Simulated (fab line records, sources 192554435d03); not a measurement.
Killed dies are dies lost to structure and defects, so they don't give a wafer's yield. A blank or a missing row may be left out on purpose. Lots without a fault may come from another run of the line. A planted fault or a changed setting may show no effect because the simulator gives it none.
Chamber matching | flow n5_finfet | N5_BEOL_M15_DESCUM_33 on rie_diel-01: 4 sister chambers
The step chemistry O2, time 7.9 s. 4 wafers are shown with their chamber, then 7 later ones without.

WAFERS WITH THEIR CHAMBER
wafer  | chamber | drypump_motor_current_A (A)
L087.2 | 3       | 5.3
L087.3 | 0       | 4.9
L088.1 | 1       | 5.8
L088.2 | 2       | 5.0

WAFERS WITHOUT THEIR CHAMBER
wafer  | drypump_motor_current_A (A)
L088.4 | 5.4
L092.2 | 4.9
L092.4 | 5.8
L092.6 | 4.9
L097.2 | 5.3
L097.3 | 5.0
L097.6 | 5.3

WHICH CHAMBER EACH WENT THROUGH
wafer  | from the rows above | in truth
L088.4 | 3                   | 3
L092.2 | 0                   | 0
L092.4 | 1                   | 1
L092.6 | 0                   | 0
L097.2 | 3                   | 3
L097.3 | 2                   | 2
L097.6 | 3                   | 3
Placed correctly: 7 of 7. Can't be placed from these rows: 0. Placed wrongly: 0.
How it was worked out, from the rows above alone: a wafer's distance from a chamber is the root of the sum, over the readings, of the square of ((its reading less the chamber's mean) divided by the reading's scatter). The wafer belongs to the nearest chamber; if the next one is less than 2 further off, it can't be placed. A chamber's mean is the mean of its shown wafers. The scatter: with one shown wafer a chamber, the root of the mean of the squares of how far each hidden wafer lies from its nearest shown one.
